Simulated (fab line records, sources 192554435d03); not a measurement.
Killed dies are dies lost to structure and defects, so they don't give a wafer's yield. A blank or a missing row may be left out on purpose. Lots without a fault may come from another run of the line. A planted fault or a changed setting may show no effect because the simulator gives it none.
fab line records | flow n5_finfet
record lots=7 wafers=21 last_day=17
route steps=1938 shown BEOL_M7@1308 PASSIVATION@1936
lots that met no fault: from a run of the same line without faults
start_h: hours from the record's first day to the start of the lot's first wafer shown | wait_h: hours since the lot's step before | " the same as in the row above | L1.1+2: a row that stands for several wafers | - no value, or no start given | * or withheld: withheld | < > ~ a bound
route shown NAME@n: a module of which the file shows steps, and the number in the route of the first | usual: mean/standard deviation of fault-free wafers | same: alike in all rows | chamber/n: place in a boat | sites: the reading at each site | _std_site: their standard deviation | _edge_site: outer sites' mean less inner sites' | radius_mm: how far each site lies from the wafer's centre | mask NAME#n: copy n | behind: the tool/chamber that last shaped the wafer | hold: why the lot was held/for how many hours/how that ended | device: the transistor (n, p or np) that didn't switch | end of line: the same wafers' tests at the end of the route | a step without rows: its recipe alone | killed: dies lost to structure and defects at the first sort, not the wafer's yield | map: a wafer's dies, x killed, . not, _ none there
set.NAME: the setting as run; set.NAME@STEP: as run at that earlier step | model.NAME: the simulator's own value behind a step, which no gauge read
lots at some steps of the route; a table a step, a row a wafer
services: from which hour (start_h, from the record's first day; less than 0 if before it) a tool's chamber was out of use, for how many hours, and why
## steps
# step N5_BEOL_M7_TRENCH_ETCH_37
# recipe chemistry=C4F6/O2 target_depth_a=934.78 target=SiCOH_lowk time_s=31.2 ion_energy_ev=250 pressure_mtorr=30 source_w=345 bias_w=185 Ar_flow_sccm=300 C4F6_flow_sccm=10 O2_flow_sccm=10
# usual drypump_motor_current_A=5.5/0.45 oes_ar_750_au=0.82/0.11 oes_product_au=0.81/0.11 rf_vpp_V=656/13 showerhead_plenum_p_Torr=2.81/0.11 throttle_valve_pct=20.65/0.28
# columns lot.wafer tool chamber start_h wait_h drypump_motor_current_A oes_ar_750_au oes_product_au rf_hours_counter_h rf_vpp_V showerhead_plenum_p_Torr throttle_valve_pct
L389.1 rie_diel-04 1 - - 5.0 0.71 0.72 172 642 2.73 20.95
L389.5 " 0 " " 5.1 0.71 0.70 - 676 2.70 20.76
L389.6 " 1 " " 5.0 0.73 0.71 - 642 2.73 20.95
L395.1 rie_diel-05 2 - - 5.7 0.66 0.64 255 664 2.92 20.63
L395.4 " 3 " " 5.0 0.97 0.96 - 645 2.79 20.21
L395.6 " 0 " " 5.5 0.87 0.87 - 664 2.88 20.39
L397.2 rie_diel-04 0 - - 5.1 0.69 0.70 229 676 2.69 20.79
L397.3 " 2 " " 6.3 0.70 0.69 238 640 2.79 21.12
L397.4 " 1 " " 5.0 0.71 0.70 186 642 2.72 20.95
L404.1 rie_diel-05 3 - - 5.0 0.92 0.91 29 644 2.78 20.25
L404.2 " 1 " " 5.8 0.91 0.93 15 671 3.03 20.58
L404.4 " 2 " " 5.7 0.97 0.97 7 664 2.91 20.32
L406.2 rie_diel-04 3 - - 6.1 0.74 0.74 165 643 2.71 20.87
L406.4 " 0 " " 5.1 0.69 0.69 - 677 2.68 20.80
L406.5 " 1 " " 5.0 0.70 0.69 - 642 2.72 20.98
L408.3 rie_diel-05 0 - - 5.5 0.83 0.83 86 664 2.87 20.43
L408.4 " 3 " " 5.0 0.91 0.91 32 645 2.78 20.25
L408.5 " 1 " " 5.8 0.91 0.91 - 671 3.03 20.59
L409.2 rie_diel-05 1 - - 5.8 0.90 0.90 23 670 3.03 20.59
L409.3 " 3 " " 5.0 0.90 0.89 38 644 2.78 20.26
L409.6 " 1 " " 5.8 0.90 0.90 - 669 3.03 20.60
# step N5_BEOL_M7_ETCH_41
# recipe chemistry=CH3F/O2 target=SiCN target_depth_a=319 taper_deg=2 time_s=57.8 ion_energy_ev=120 mask_material=TiN pressure_mtorr=30 source_w=395 bias_w=75 Ar_flow_sccm=150 CH3F_flow_sccm=30 O2_flow_sccm=20
# usual drypump_motor_current_A=5.5/0.45 oes_product_au=0.81/0.11 rf_vpp_V=296.8/1.8 showerhead_plenum_p_Torr=1.98/0.079 throttle_valve_pct=16.07/0.3
# columns lot.wafer tool chamber start_h wait_h drypump_motor_current_A oes_product_au rf_hours_counter_h rf_vpp_V showerhead_plenum_p_Torr throttle_valve_pct
L389.1 rie_diel-04 1 - - 5.0 0.71 172 294.9 1.91 16.32
L389.5 " 0 " " 5.1 0.70 - 295.4 1.89 16.23
L389.6 " 1 " " 5.0 0.71 - 295.1 1.91 16.33
L395.1 rie_diel-05 2 - - 5.7 0.65 255 298.7 2.05 16.13
L395.4 " 3 " " 5.0 0.98 - 296.1 1.96 15.63
L395.6 " 0 " " 5.5 0.87 - 295.7 2.03 15.80
L397.2 rie_diel-04 0 - - 5.1 0.70 229 295.0 1.89 16.25
L397.3 " 2 " " 6.2 0.69 238 295.6 1.96 16.57
L397.4 " 1 " " 5.0 0.70 186 295.2 1.91 16.37
L404.1 rie_diel-05 3 - - 5.0 0.91 29 296.5 1.95 15.65
L404.2 " 1 " " 5.8 0.92 15 299.6 2.14 15.90
L404.4 " 2 " " 5.7 0.97 7 296.5 2.04 15.70
L406.2 rie_diel-04 3 - - 6.0 0.74 165 296.3 1.90 16.34
L406.4 " 0 " " 5.1 0.69 - 297.2 1.88 16.30
L406.5 " 1 " " 5.0 0.68 - 296.1 1.90 16.40
L408.3 rie_diel-05 0 - - 5.5 0.83 86 297.3 2.02 15.88
L408.4 " 3 " " 5.0 0.90 32 297.3 1.95 15.68
L408.5 " 1 " " 5.8 0.91 - 299.5 2.13 15.92
L409.2 rie_diel-05 1 - - 5.8 0.90 23 300.7 2.13 15.92
L409.3 " 3 " " 5.0 0.90 38 295.3 1.95 15.68
L409.6 " 1 " " 5.8 0.89 - 302.3 2.13 15.93
# step N5_BEOL_M7_STRIP_80
# recipe chemistry=N2/H2 time_s=10 power_w=450 temp_c=40 pressure_mtorr=20 rf_frequency_hz=6e+07 bias_power_w=7 n2_flow_sccm=200 h2_flow_sccm=200
# usual drypump_motor_current_A=5.5/0.46 oes_product_au=0.81/0.12 rf_vpp_V=59.1/0.94 showerhead_plenum_p_Torr=2.51/0.1 throttle_valve_pct=23.3/0.47
# columns lot.wafer tool chamber start_h wait_h drypump_motor_current_A oes_product_au rf_hours_counter_h rf_vpp_V showerhead_plenum_p_Torr throttle_valve_pct
L389.1 rie_diel-04 1 - - 5.0 0.72 172 60.7 2.42 23.7
L389.5 " 0 " " 5.1 0.70 - 58.1 2.40 23.5
L389.6 " 1 " " 5.0 0.71 - 58.1 2.42 23.7
L395.1 rie_diel-05 2 - - 5.7 0.65 255 59.1 2.59 22.9
L395.4 " 3 " " 5.0 0.95 - 58.7 2.49 22.8
L395.6 " 0 " " 5.5 0.86 - 59.4 2.56 22.8
L397.2 rie_diel-04 0 - - 5.1 0.69 229 58.2 2.40 23.5
L397.3 " 2 " " 6.3 0.69 238 59.4 2.51 24.1
L397.4 " 1 " " 5.0 0.70 186 57.4 2.41 23.7
L404.1 rie_diel-05 3 - - 5.0 0.90 29 59.8 2.48 22.8
L404.2 " 1 " " 5.8 0.94 15 59.3 2.72 23.7
L404.4 " 2 " " 5.7 0.97 7 60.6 2.59 22.7
L406.2 rie_diel-04 3 - - 6.1 0.73 165 58.6 2.43 23.5
L406.4 " 0 " " 5.1 0.67 - 58.9 2.39 23.5
L406.5 " 1 " " 5.0 0.67 - 58.9 2.40 23.8
L408.3 rie_diel-05 0 - - 5.5 0.83 86 59.8 2.55 22.8
L408.4 " 3 " " 5.0 0.90 32 58.8 2.47 22.8
L408.5 " 1 " " 5.8 0.93 - 60.5 2.72 23.7
L409.2 rie_diel-05 1 - - 5.8 0.92 23 60.1 2.72 23.7
L409.3 " 3 " " 5.0 0.88 38 58.7 2.47 22.8
L409.6 " 1 " " 5.8 0.92 - 60.1 2.72 23.7
# step N5_BEOL_M7_OCD_MEAS_38
# usual trench_depth_nm=93.2/1.8
# columns lot.wafer tool chamber start_h wait_h trench_depth_nm
L389.1 ocd-01 - 195.75 - 92.3
L389.5 " - " " 92.9
L389.6 " - " " 91.7
L395.1 ocd-02 - 227.54 - 91.8
L395.4 " - " " 95.6
L395.6 " - " " 94.0
L397.2 ocd-02 - 245.69 - 94.8
L397.3 " - " " 94.0
L397.4 " - " " 90.9
L404.1 ocd-02 - 293.71 - 95.9
L404.2 " - " " 91.9
L404.4 " - " " 94.7
L406.2 ocd-01 - 300.37 - 93.7
L406.4 " - " " 94.3
L406.5 " - " " 90.2
L408.3 ocd-02 - 303.17 - 93.1
L408.4 " - " " 95.0
L408.5 " - " " 91.5
L409.2 ocd-02 - 323.87 - 90.0
L409.3 " - " " 94.8
L409.6 " - " " 90.4
# step N5_BEOL_M7_HM_STRIP_39
# recipe chemistry=peroxide_tin_strip material=TiN target_depth_a=250 temp_c=50 time_s=158
# step N5_BEOL_M7_SRD_40
# recipe time_s=30 temp_c=23 rinse_liquid=diw dry=ipa_marangoni
# step N5_BEOL_M7_PRECLEAN_42
# recipe chemistry=residue_remover time_s=60 temp_c=40
# step N5_BEOL_M7_SRD_43
# recipe time_s=30 temp_c=23 rinse_liquid=diw dry=ipa_marangoni
# step N5_BEOL_M7_CD_MEAS_35
# recipe target_cd_nm=40 polarity=opening
# usual cd_nm=40.1/0.62
# columns lot.wafer tool chamber start_h wait_h cd_nm
L389.1 cd_sem-02 - 196.00 0.0 39.3
L389.5 " - " " 39.0
L389.6 " - " " 39.4
L395.1 cd_sem-01 - 227.69 0.0 39.4
L395.4 " - " " 40.6
L395.6 " - " " 40.9
L397.2 cd_sem-01 - 245.84 0.0 40.3
L397.3 " - " " 41.0
L397.4 " - " " 39.6
L404.1 cd_sem-01 - 293.87 0.0 40.0
L404.2 " - " " 40.5
L404.4 " - " " 40.3
L406.2 cd_sem-03 - 300.52 0.0 39.2
L406.4 " - " " 39.6
L406.5 " - " " 39.5
L408.3 cd_sem-03 - 303.32 0.0 40.3
L408.4 " - " " 40.5
L408.5 " - " " 40.0
L409.2 cd_sem-01 - 324.02 0.0 40.4
L409.3 " - " " 40.8
L409.6 " - " " 40.2
# step N5_BEOL_M7_CURE_75
# recipe temp_c=370 time_s=120 ambient=DMADMS/He material=SiCOH_lowk
# usual lamp_power_pct=52.33/0.052 wafer_temp_C_max=371.6/0.59
# columns lot.wafer tool chamber start_h wait_h lamp_power_pct wafer_temp_C_max
L389.1 uv_cure-01 2 196.04 0.0 52.39 371.8
L389.5 " 2 " " 52.36 372.3
L389.6 " 2 " " 52.29 371.3
L395.1 uv_cure-02 2 227.73 0.0 52.33 371.0
L395.4 " 2 " " 52.29 371.0
L395.6 " 2 " " 52.28 371.1
L397.2 uv_cure-03 2 245.93 0.1 52.30 372.6
L397.3 " 2 " " 52.31 372.0
L397.4 " 2 " " 52.33 373.1
L404.1 uv_cure-01 0 293.91 0.0 52.22 371.3
L404.2 " 0 " " 52.37 371.6
L404.4 " 0 " " 52.41 371.8
L406.2 uv_cure-03 2 300.94 0.4 52.40 372.9
L406.4 " 2 " " 52.41 371.7
L406.5 " 2 " " 52.30 371.9
L408.3 uv_cure-01 0 303.55 0.2 52.30 372.1
L408.4 " 0 " " 52.34 371.5
L408.5 " 0 " " 52.37 371.5
L409.2 uv_cure-01 0 324.33 0.3 52.37 372.2
L409.3 " 0 " " 52.26 371.1
L409.6 " 0 " " 52.31 371.6
# step N5_BEOL_M7_DEGAS_44
# recipe ambient=vacuum temp_c=250 time_s=60
# usual heater_power_w=323/33
# columns lot.wafer tool chamber start_h wait_h heater_power_w
L389.1 pvd_sputter-03 - 198.65 2.4 347
L389.5 " - " " 349
L389.6 " - " " 313
L395.1 pvd_sputter-03 - 228.06 0.3 349
L395.4 " - " " 324
L395.6 " - " " 321
L397.2 pvd_sputter-01 - 247.15 1.2 353
L397.3 " - " " 350
L397.4 " - " " 342
L404.1 pvd_sputter-03 - 294.25 0.3 260
L404.2 " - " " 314
L404.4 " - " " 345
L406.2 pvd_sputter-01 - 301.49 0.4 362
L406.4 " - " " 341
L406.5 " - " " 361
L408.3 pvd_sputter-01 - 304.58 1.0 351
L408.4 " - " " 347
L408.5 " - " " 281
L409.2 pvd_sputter-01 - 324.60 0.2 288
L409.3 " - " " 343
L409.6 " - " " 341
# step N5_BEOL_M7_PRE_CLEAN_45
# recipe gas=H2/He time_s=30 temp_c=250
# step N5_BEOL_M7_ALD_77
# recipe material=TaN target_thk_a=20 temp_c=275 ald_precursor_family=PDMAT ald_co_reactant=NH3 pressure_torr=3 carrier_flow_sccm=1500 pulse_time_s=2 purge_time_s=3 co_reactant_purge_time_s=2 co_reactant_pulse_time_s=3 ald_cycles=40 precursor_vessel_temp_c=75 precursor_vessel_pressure_torr=26.25 precursor_vessel_carrier_sccm=1000
# usual ald_cycles=40/0 heater_power_w=434/32 precursor_vessel_pressure_torr=26.25/0.057
# columns lot.wafer tool chamber start_h wait_h ald_cycles heater_power_w precursor_vessel_pressure_torr
L389.1 ald_metal-02 2 198.81 0.1 40 445 26.37
L389.5 " 3 " " 40 425 26.24
L389.6 " 2 " " 40 451 26.30
L395.1 ald_metal-02 0 228.18 0.1 40 440 26.22
L395.4 " 1 " " 40 440 26.29
L395.6 " 0 " " 40 436 26.23
L397.2 ald_metal-02 3 247.25 0.0 40 436 26.16
L397.3 " 0 " " 40 430 26.28
L397.4 " 1 " " 40 443 26.10
L404.1 ald_metal-02 0 294.35 0.0 40 427 26.28
L404.2 " 3 " " 40 428 26.25
L404.4 " 3 " " 44 427 26.18
L406.2 ald_metal-02 1 301.59 0.0 40 449 26.31
L406.4 " 0 " " 44 427 26.27
L406.5 " 0 " " 40 437 26.22
L408.3 ald_metal-02 2 304.69 0.0 44 449 26.31
L408.4 " 1 " " 44 453 26.19
L408.5 " 3 " " 40 422 26.22
L409.2 ald_metal-01 0 324.93 0.3 40 400 26.33
L409.3 " 1 " " 40 384 26.26
L409.6 " 3 " " 40 429 26.23
# step N5_BEOL_M7_SURFACE_TREAT_79
# recipe gas=Ar time_s=* ion_energy_ev=* ion_current_ma_cm2=0.5 pressure_mtorr=* ar_flow_sccm=30
# step N5_PASSIVATION_PROBE_49
# usual defect_limited_yield=91.5/1.6 killed_at_M0_to_M3=33/10 killed_at_M4_up=13/5.6 killed_at_contacts=13/6 killed_at_front_end=39/12 killed_at_other=3.0/2.8 killed_dies=101/19 killed_open=65/13 killed_short=32/8.3 sort_bin_5_function=5.0/1 sort_bin_6_memory=3.1/0.69 sort_n_pass=1079/19 sort_yield_pct=91.5/1.6
# same gross_dies=1180 killed_at_back_side=0 sort_bin_4_leakage[%]=0 sort_bin_8_speed[%]=0
# columns lot.wafer tool chamber start_h wait_h defect_limited_yield[%] killed_at_M0_to_M3 killed_at_M4_up killed_at_contacts killed_at_front_end killed_at_other killed_dies killed_open killed_short sort_bin_5_function[%] sort_bin_6_memory[%] sort_n_pass sort_yield_pct[%]
L406.2 prober-01 - 376.94 0.1 94.9 26 16 7 11 0 60 44 15 2.8 2.2 1120 94.9
L406.4 prober-01 - 377.04 0.2 94.6 12 11 10 30 1 64 35 24 2.6 2.1 1116 94.6
L406.5 prober-01 - 377.09 0.2 93.6 38 9 7 21 0 75 47 25 3.9 2.2 1105 93.6
# killed by level:class
L406.2 BEOL_M2:geometric_particle:open=9 MOL_CONTACT_COAG:geometric_particle:open=6 BEOL_M3:geometric_particle:open=6 BEOL_M4:geometric_particle:open=6 FIN_SAQP:geometric_particle:short=3 BEOL_M0_SAQP:geometric_particle:open=3 DUMMY_GATE:geometric_particle:open=2 GATE_CUT:geometric_particle:short=2
L406.4 MOL_CONTACT_COAG:geometric_particle:open=7 FIN_SAQP:geometric_particle:short=5 DUMMY_GATE:geometric_particle:open=4 GATE_CUT:geometric_particle:short=4 STARTING-WAFER:geometric_particle:open=4 FIN_SAQP:geometric_particle:open=3 STI_FIN_REVEAL:geometric_particle:open=3 MOL_CONTACT_COAG:geometric_particle:short=3
L406.5 BEOL_M3:geometric_particle:open=9 BEOL_M0_SAQP:geometric_particle:short=8 BEOL_M2:geometric_particle:open=7 MOL_CONTACT_COAG:geometric_particle:open=6 BEOL_M0_SAQP:geometric_particle:open=6 FIN_SAQP:geometric_particle:short=5 STI_FIN_REVEAL:geometric_particle:open=3 ILD0:geometric_particle:short=3
## services
# columns tool chamber start_h hours kind
uv_cure-01 - 171.95 1.5 repair
rie_diel-05 3 180.01 - clean
rie_diel-05 3 180.01 - consumable_replace:focus_ring
rie_diel-05 3 180.01 23.3 scheduled_down
rie_diel-05 3 180.01 23.3 vent_cycle
rie_diel-04 1 183.48 4.8 repair
rie_diel-05 1 212.43 - clean
rie_diel-05 1 212.43 - consumable_replace:focus_ring
rie_diel-05 1 212.43 - consumable_replace:showerhead
rie_diel-05 1 212.43 30.8 scheduled_down
rie_diel-05 1 212.43 30.8 vent_cycle
rie_diel-05 2 243.42 - clean
rie_diel-05 2 243.42 - consumable_replace:focus_ring
rie_diel-05 2 243.42 18.1 scheduled_down
rie_diel-05 2 243.42 18.1 vent_cycle
ald_metal-02 - 268.64 1.9 repair
rie_diel-04 2 287.02 - clean
rie_diel-04 2 287.02 - consumable_replace:focus_ring
ald_metal-02 1 290.69 7.6 repair
rie_diel-04 0 309.21 - clean
rie_diel-04 0 309.21 - consumable_replace:esc
rie_diel-04 0 309.21 - consumable_replace:focus_ring
rie_diel-04 0 309.21 - consumable_replace:showerhead
uv_cure-03 - 322.08 8.3 repair
## key
first_sign step=N5_BEOL_M7_ALD_77 reading=ald_cycles direction=up sigmas=99+ usual=* struck=*
effect none on later readings
met_at N5_BEOL_M7_ALD_77
struck_wafers L404.4,L406.4,L408.3,L408.4
baseline_loss step=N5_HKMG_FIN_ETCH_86 wafers=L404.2
onset_between 247.25 294.35
fault kind=process_parameter_drift tool=ald_metal-02 chamber=- onset_h=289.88 steps=N5_BEOL_M7_ALD_77 channel=ald_cycles offset=* shape=step end_h=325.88 scope=struck_wafers_only acts_in=* stated=*
# baseline_loss: these wafers lose ten dies or more at that step, a loss of the line's own and not of a fault; the sort's usual values leave them out
